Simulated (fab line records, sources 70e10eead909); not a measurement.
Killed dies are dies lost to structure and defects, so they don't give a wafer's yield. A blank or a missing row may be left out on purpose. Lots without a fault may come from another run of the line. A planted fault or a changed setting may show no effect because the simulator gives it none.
fab line records | flow nand_harc
record lots=6 wafers=18 last_day=33
route steps=1302 shown A_CHANNEL_FILL_D2@620
lots that met no fault: from a run of the same line without faults
start_h: hours from the record's first day to the start of the lot's first wafer shown | wait_h: hours since the lot's step before | " the same as in the row above | L1.1+2: a row that stands for several wafers | - no value, or no start given | * or withheld: withheld | < > ~ a bound
route shown NAME@n: a module of which the file shows steps, and the number in the route of the first | usual: mean/standard deviation of fault-free wafers | same: alike in all rows | chamber/n: place in a boat | sites: the reading at each site | _std_site: their standard deviation | _edge_site: outer sites' mean less inner sites' | radius_mm: how far each site lies from the wafer's centre | mask NAME#n: copy n | behind: the tool/chamber that last shaped the wafer | hold: why the lot was held/for how many hours/how that ended | device: the transistor (n, p or np) that didn't switch | end of line: the same wafers' tests at the end of the route | a step without rows: its recipe alone | killed: dies lost to structure and defects at the first sort, not the wafer's yield | map: a wafer's dies, x killed, . not, _ none there
set.NAME: the setting as run; set.NAME@STEP: as run at that earlier step | model.NAME: the simulator's own value behind a step, which no gauge read
lots at some steps of the route; a table a step, a row a wafer
services: from which hour (start_h, from the record's first day; less than 0 if before it) a tool's chamber was out of use, for how many hours, and why
## steps
# step NHARC_A_CHANNEL_FILL_D2_ETCHBACK_20
# recipe target_depth_a=270 time_s=13.5 c4f8_flow_sccm=withheld o2_flow_sccm=8 ar_flow_sccm=withheld rf_w=600 bias_w=1500 chemistry=C4F8/O2/Ar
# usual chamber_pressure_mTorr=25.000/0.024 oes_product_au=0.998/0.021 rf_fwd_power_W=586.3/2.5 rf_vpp_V=979/5.2
# columns lot.wafer tool chamber start_h wait_h chamber_pressure_mTorr oes_product_au rf_fwd_power_W rf_hours_counter_h rf_vpp_V
L231.4 rie_diel-13 1 326.78 - 25.034 0.985 592.2 4 974
L231.3 " 2 " " 25.024 0.984 585.3 4 979
L231.6 " 2 " " 25.003 0.998 586.0 - 979
L237.4 rie_diel-13 0 371.49 - 24.995 1.014 588.2 1 977
L237.5 " 1 " " 25.000 1.010 592.0 - 973
L237.6 " 2 " " 24.921 1.033 586.0 - 979
L236.1 rie_diel-11 0 383.40 - 25.026 1.003 585.6 18 976
L236.3 " 1 " " 25.003 1.004 586.3 15 980
L236.6 " 0 " " 24.987 0.986 585.5 - 975
L240.1 rie_diel-03 2 411.85 - 24.994 0.997 584.1 2 979
L240.2 " 3 " " 25.028 1.014 585.2 3 988
L240.5 " 1 " " 24.990 1.008 582.3 - 978
L253.1 rie_diel-11 3 542.41 - 25.004 0.995 587.4 16 984
L253.4 " 1 " " 24.978 0.989 583.9 15 981
L253.5 " 3 " " 24.978 0.997 586.4 - 985
L254.1 rie_diel-03 3 542.47 - 25.002 0.974 582.3 2 987
L254.6 " 0 " " 25.017 0.973 587.6 - 984
L254.5 " 1 " " 24.999 0.974 586.9 - 979
# step NHARC_A_CHANNEL_FILL_D2_STRIP_28
# recipe time_s=20 o2_flow_sccm=500 ar_flow_sccm=0 bias_w=0 chemistry=O2
# usual chamber_pressure_mTorr=60.00/0.05 drypump_motor_current_A=6.0/0.44 o2_flow_sccm=499.8/1.5 oes_product_au=1.007/0.0098 rf_vpp_V=57.8/0.84 showerhead_plenum_p_Torr=3.55/0.13 throttle_valve_pct=17.036/0.009
# columns lot.wafer tool chamber start_h wait_h chamber_pressure_mTorr drypump_motor_current_A o2_flow_sccm oes_product_au rf_hours_counter_h rf_vpp_V showerhead_plenum_p_Torr throttle_valve_pct
L231.3 rie_diel-13 1 326.87 0.1 60.00 6.3 501.9 0.984 4 58.1 3.39 17.035
L231.4 " 3 " " 60.00 6.4 501.7 0.983 4 55.5 3.31 17.036
L231.6 " 1 " " 60.00 6.3 500.8 0.991 - 56.7 3.40 17.029
L237.4 rie_diel-13 2 371.56 0.1 60.02 6.1 496.7 1.018 1 58.4 3.56 17.030
L237.6 " 0 " " 59.90 5.7 500.4 1.010 - 58.5 3.51 17.038
L237.5 " 1 " " 59.95 6.4 498.2 1.021 - 57.5 3.39 17.029
L236.3 rie_diel-11 2 383.48 0.1 59.94 5.4 499.5 0.979 19 57.5 3.61 17.037
L236.1 " 0 " " 60.02 5.8 499.6 1.003 18 58.1 3.47 17.038
L236.6 " 1 " " 60.01 6.0 499.4 1.007 - 58.2 3.60 17.033
L240.1 rie_diel-03 3 411.93 0.1 60.06 6.5 499.0 1.000 3 56.6 3.78 17.040
L240.2 " 0 " " 60.02 5.3 502.4 0.991 3 59.0 3.62 17.045
L240.5 " 0 " " 60.02 5.4 501.2 0.994 - 57.4 3.62 17.023
L253.1 rie_diel-11 2 542.51 0.1 60.00 5.4 499.2 1.004 12 58.2 3.60 17.023
L253.4 " 3 " " 60.00 6.3 497.6 1.017 16 56.7 3.69 17.049
L253.5 " 1 " " 60.00 6.0 502.9 1.005 - 57.0 3.58 17.029
L254.1 rie_diel-03 3 542.54 0.1 59.99 6.5 500.3 1.011 2 57.8 3.78 17.038
L254.5 " 1 " " 59.99 6.0 500.7 1.004 - 58.4 3.52 17.030
L254.6 " 2 " " 59.98 5.3 499.5 1.000 - 56.8 3.56 17.039
# step NHARC_A_CHANNEL_FILL_D2_PRECLEAN_21
# recipe time_s=30 chemistry=dHF
# step NHARC_A_CHANNEL_FILL_D2_SRD_23
# step NHARC_A_CHANNEL_FILL_D2_CVD_05
# recipe target_thk_a=50 temp_c=550 material=poly-Si
# step NHARC_A_CHANNEL_FILL_D2_ANNEAL_22
# recipe temp_c=620 time_s=7200
# step NHARC_A_CHANNEL_FILL_D2_THK_MEAS_06
# recipe thk_meas_gauge=ellipsometry
# usual thk_nm=5.2/0.87
# columns lot.wafer tool chamber start_h wait_h thk_nm
L231.3 film_metro-01 - 338.20 0.4 6.2
L231.4 " - " " 5.7
L231.6 " - " " 4.9
L237.4 film_metro-01 - 385.53 0.4 3.9
L237.5 " - " " 5.6
L237.6 " - " " 4.4
L236.1 film_metro-02 - 395.09 0.4 6.1
L236.3 " - " " 4.9
L236.6 " - " " 4.2
L240.1 film_metro-01 - 423.78 0.4 5.6
L240.2 " - " " 5.4
L240.5 " - " " 3.2
L253.1 film_metro-02 - 554.35 0.4 4.0
L253.4 " - " " 5.2
L253.5 " - " " 4.1
L254.1 film_metro-01 - 554.35 0.4 5.1
L254.5 " - " " 5.1
L254.6 " - " " 6.0
# step NHARC_A_CHANNEL_FILL_D2_ALD_25
# recipe target_thk_a=600 pulse_time_s=10 ald_cycles=600 temp_c=300 material=SiOx
# usual heater_power_w=450/54 precursor_pulse_height_rel=1.000/0.023
# columns lot.wafer tool chamber start_h wait_h heater_power_w precursor_pulse_height_rel
L231.4 ald_hk-03 1 338.26 0.0 333 1.015
L231.3 " 3 339.48 1.3 482 1.004
L231.6 " 2 341.31 3.1 422 1.022
L237.4 ald_hk-03 0 387.46 1.9 414 1.010
L237.5 " 1 " " 330 1.021
L237.6 " 2 " " 427 1.019
L236.1 ald_hk-02 2 395.14 0.1 424 1.021
L236.3 " 1 396.96 1.9 424 0.988
L236.6 " 2 " " 422 1.013
L240.2 ald_hk-02 3 423.83 0.1 534 1.006
L240.1 " 1 425.06 1.3 436 1.021
L240.5 " 0 426.90 3.1 526 0.983
L253.1 ald_hk-02 1 555.01 0.7 434 1.028
L253.4 " 2 " " 433 0.994
L253.5 " 0 556.84 2.5 534 1.007
L254.1 ald_hk-01 1 555.04 0.7 421 1.018
L254.5 " 0 556.88 2.5 484 1.017
L254.6 " 1 " " 419 0.992
# step NHARC_A_CHANNEL_FILL_D2_ETCHBACK_08
# recipe target_depth_a=2200 time_s=110 c4f8_flow_sccm=20 ar_flow_sccm=withheld rf_w=600 bias_w=300 chemistry=C4F8
# usual chamber_pressure_mTorr=25.000/0.021 oes_product_au=0.97/0.036 rf_fwd_power_W=595.8/2 rf_vpp_V=441.4/2.3
# columns lot.wafer tool chamber start_h wait_h chamber_pressure_mTorr oes_product_au rf_fwd_power_W rf_hours_counter_h rf_vpp_V
L231.3 rie_diel-03 1 - - 25.020 0.96 592.1 1 440.4
L231.4 " 0 " " 25.011 0.97 597.3 1 441.9
L231.6 " 2 " " 25.021 0.93 590.7 - 441.0
L237.4 rie_diel-03 0 - - 24.958 0.92 595.9 - 442.3
L237.6 " 1 " " 25.012 0.91 595.1 - 440.2
L237.5 " 3 " " 24.999 0.93 592.9 - 443.6
L236.1 rie_diel-13 3 - - 25.047 0.93 594.4 2 435.6
L236.3 " 1 " " 25.031 0.93 598.6 1 438.8
L236.6 " 3 " " 25.037 0.93 591.5 - 437.2
L240.2 rie_diel-03 1 - - 25.000 0.93 595.0 4 440.5
L240.1 " 0 " " 24.961 0.92 598.6 4 443.3
L240.5 " 1 " " 24.991 0.93 596.2 - 440.0
L253.1 rie_diel-11 2 - - 25.015 0.94 592.6 14 442.6
L253.4 " 3 " " 24.984 0.95 593.6 18 444.0
L253.5 " 1 " " 24.958 0.93 596.6 - 441.4
L254.1 rie_diel-03 2 - - 24.990 0.94 597.6 3 441.2
L254.6 " 3 " " 25.011 0.94 596.6 - 444.9
L254.5 " 2 " " 25.024 0.95 594.2 - 443.1
# step NHARC_A_CHANNEL_FILL_D2_STRIP_29
# recipe time_s=20 o2_flow_sccm=500 ar_flow_sccm=0 bias_w=0 chemistry=O2
# usual chamber_pressure_mTorr=60.00/0.058 drypump_motor_current_A=5.9/0.44 o2_flow_sccm=500.0/1.4 oes_product_au=1.006/0.011 rf_vpp_V=57.9/0.82 showerhead_plenum_p_Torr=3.56/0.13 throttle_valve_pct=17.037/0.0091
# columns lot.wafer tool chamber start_h wait_h chamber_pressure_mTorr drypump_motor_current_A o2_flow_sccm oes_product_au rf_hours_counter_h rf_vpp_V showerhead_plenum_p_Torr throttle_valve_pct
L231.3 rie_diel-03 1 - - 59.96 6.0 500.8 1.004 1 57.3 3.53 17.038
L231.4 " 3 " " 59.98 6.5 498.7 0.996 1 58.0 3.78 17.045
L231.6 " 2 " " 59.90 5.3 499.3 0.999 - 58.9 3.56 17.037
L237.5 rie_diel-03 0 391.39 0.1 59.99 5.3 497.3 0.993 - 57.0 3.62 17.046
L237.6 " 1 " " 60.02 6.0 497.8 0.989 - 57.1 3.53 17.019
L237.4 " 3 " " 59.95 6.5 498.3 0.998 - 57.6 3.78 17.028
L236.3 rie_diel-13 1 - - 59.96 6.3 501.3 1.017 1 57.9 3.39 17.047
L236.1 " 3 " " 59.96 6.5 500.4 1.003 2 56.8 3.31 17.032
L236.6 " 1 " " 59.98 6.3 500.0 1.008 - 57.6 3.39 17.038
L240.1 rie_diel-03 0 - - 60.04 5.3 498.6 0.987 4 58.0 3.62 17.029
L240.2 " 3 " " 59.97 6.5 501.3 0.999 3 58.7 3.78 17.024
L240.5 " 0 " " 60.04 5.3 500.5 0.989 - 56.5 3.62 17.042
L253.1 rie_diel-11 3 - - 60.02 6.3 498.1 1.018 18 58.0 3.69 17.043
L253.4 " 0 " " 59.91 5.8 500.4 0.993 18 57.3 3.46 17.046
L253.5 " 0 " " 59.93 5.8 501.2 0.989 - 58.0 3.46 17.032
L254.1 rie_diel-03 3 560.16 0.1 59.92 6.5 502.1 1.010 3 57.9 3.78 17.030
L254.5 " 2 " " 60.00 5.3 499.8 1.006 - 58.0 3.56 17.027
L254.6 " 3 " " 60.04 6.5 501.6 1.011 - 59.2 3.78 17.045
# step NHARC_A_CHANNEL_FILL_D2_PRECLEAN_30
# recipe time_s=30 chemistry=dHF
# step NHARC_A_CHANNEL_FILL_D2_SRD_31
# step NHARC_A_CHANNEL_FILL_D2_CVD_09
# recipe target_thk_a=1500 temp_c=620 pressure_mtorr=200 time_s=3000 material=poly-Si
# usual spike_tc_bottom_C=639.3/1.7 spike_tc_centre_C=620.8/1.1 spike_tc_lower_C=619.5/1.6 spike_tc_top_C=640/3.2 spike_tc_upper_C=620.7/1.5 tube_center_temp_C=620.01/0.053 zone_power_bottom_pct=13.1/0.41 zone_power_centre_pct=9.9/0.51
# columns lot.wafer tool chamber start_h wait_h spike_tc_bottom_C spike_tc_centre_C spike_tc_lower_C spike_tc_top_C spike_tc_upper_C tube_center_temp_C zone_power_bottom_pct zone_power_centre_pct
L231.3 lpcvd_poly-03 0 346.39 2.3 641.0 621.0 618.4 637 621.7 619.99 12.9 10.0
L231.4 " 0 " " 638.6 621.9 616.4 637 622.5 620.07 12.7 9.8
L231.6 " 0 " " 641.8 620.3 617.8 639 622.8 620.03 13.0 9.9
L237.4 lpcvd_poly-02 0 393.78 2.3 637.7 621.8 620.9 643 620.2 619.93 13.4 10.2
L237.5 " 0 " " 638.5 621.1 619.8 643 619.7 619.99 13.5 10.3
L237.6 " 0 " " 638.1 621.6 622.2 644 620.5 619.9 13.5 10.3
L236.1 lpcvd_poly-02 0 403.18 2.3 635.9 620.0 620.2 643 623.0 619.92 13.5 10.4
L236.3 " 0 " " 639.3 621.2 622.3 644 621.1 620.08 13.7 10.3
L236.6 " 0 " " 637.5 622.2 619.5 644 619.4 620.07 13.6 10.4
L240.1 lpcvd_poly-03 0 431.98 2.3 640.0 622.3 618.5 640 623.4 620.02 12.8 9.8
L240.2 " 0 " " 639.9 621.0 618.0 639 622.1 619.95 13.0 9.9
L240.5 " 0 " " 641.2 620.7 618.1 640 622.0 620.08 12.9 10.0
L253.1 lpcvd_poly-03 0 564.07 3.8 590.0 569.2 565.9 590 570.3 568.77 11.1 8.8
L253.4 " 0 " " 590.7 570.6 565.9 589 572.6 568.65 11.1 8.6
L253.5 " 0 " " 590.0 569.6 566.2 590 570.2 568.74 11.0 8.6
L254.1 lpcvd_poly-03 0 564.07 3.8 589.2 567.3 565.9 590 570.6 568.7 11.0 8.6
L254.5 " 0 " " 590.1 570.0 568.6 590 571.3 568.71 11.0 8.6
L254.6 " 0 " " 591.4 570.9 566.9 588 569.8 568.74 10.9 8.5
# step NHARC_A_CHANNEL_FILL_D2_CMP_10
# recipe target_thk_nm=150
# usual motor_current_A=11.8/1.6 retaining_ring_pressure_frac=0.999/0.0053 time_to_endpoint_s=15.8/2.1
# columns lot.wafer tool chamber start_h wait_h motor_current_A retaining_ring_pressure_frac time_to_endpoint_s
L231.3 cmp-04 2 349.61 0.4 12.0 1.000 12.9
L231.4 " 3 " " 13.0 0.997 15.1
L231.6 " 1 " " 11.7 0.994 13.7
L237.4 cmp-04 1 397.04 0.4 12.4 0.994 15.8
L237.5 " 2 " " 11.2 1.007 16.7
L237.6 " 3 " " 12.4 1.001 18.2
L236.3 cmp-01 2 406.31 0.4 12.4 1.004 17.0
L236.1 " 3 " " 13.0 1.009 15.9
L236.6 " 2 " " 12.6 1.003 18.7
L240.1 cmp-03 2 435.18 0.4 10.1 1.001 14.9
L240.2 " 0 " " 15.1 0.992 15.2
L240.5 " 1 " " 11.8 1.005 13.4
L253.1 cmp-04 2 567.32 0.4 11.2 0.995 3.0
L253.4 " 3 " " 12.4 1.000 2.6
L253.5 " 1 " " 12.0 1.002 6.7
L254.1 cmp-01 1 567.32 0.4 9.9 0.993 3.8
L254.5 " 0 " " 12.7 1.002 5.4
L254.6 " 1 " " 10.0 0.997 0.7
## services
# columns tool chamber start_h hours kind
cmp-04 - 307.19 4.0 pm
rie_diel-03 2 332.04 8.3 repair
rie_diel-13 - 342.00 9.0 pm
rie_diel-11 1 351.04 13.3 repair
rie_diel-13 - 351.75 0.1 repair
ald_hk-02 - 353.74 10.0 pm
rie_diel-03 0 376.36 1.7 repair
rie_diel-03 2 377.17 21.9 repair
ald_hk-02 - 379.74 11.0 repair
lpcvd_poly-03 - 387.38 26.0 pm
rie_diel-13 3 420.31 11.3 repair
rie_diel-11 - 432.66 9.0 pm
rie_diel-03 0 437.88 1.8 repair
rie_diel-03 2 443.07 1.4 repair
rie_diel-03 - 458.30 9.0 pm
rie_diel-13 - 465.81 0.3 repair
rie_diel-03 3 480.83 3.5 repair
rie_diel-11 2 496.57 14.7 repair
rie_diel-03 0 504.60 4.8 repair
rie_diel-13 - 519.00 9.0 pm
rie_diel-13 3 532.31 2.1 repair
rie_diel-03 1 551.11 14.2 repair
lpcvd_poly-03 - 556.60 3.9 repair
rie_diel-13 - 561.16 1.5 repair
## key
first_sign step=NHARC_A_CHANNEL_FILL_D2_CVD_09 reading=tube_center_temp_C direction=down sigmas=99+ usual=* struck=*
effect step=NHARC_A_CHANNEL_FILL_D2_CVD_09 reading=spike_tc_centre_C direction=down sigmas=48 usual=620.8 struck=569.6
effect step=NHARC_A_CHANNEL_FILL_D2_CMP_10 reading=time_to_endpoint_s direction=down sigmas=5.8 usual=* struck=*
met_at NHARC_A_CHANNEL_FILL_D2_CVD_09
struck_wafers L253.1,L253.4,L253.5,L254.1,L254.5,L254.6
tester_left_out L253,L254
onset_between 431.98 564.07
fault kind=process_parameter_drift tool=lpcvd_poly-03 chamber=- onset_h=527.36 steps=NHARC_A_CHANNEL_FILL_D2_CVD_09 channel=temp_c offset=* shape=step end_h=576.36 acts_in=* stated=*
# tester_left_out: of these lots the tester's yield and bins aren't shown, on N5 and GAA mostly nor the transistor test; their killed dies are dies lost to structure and defects alone, not to doping, threshold or leakage, so they don't give the yield
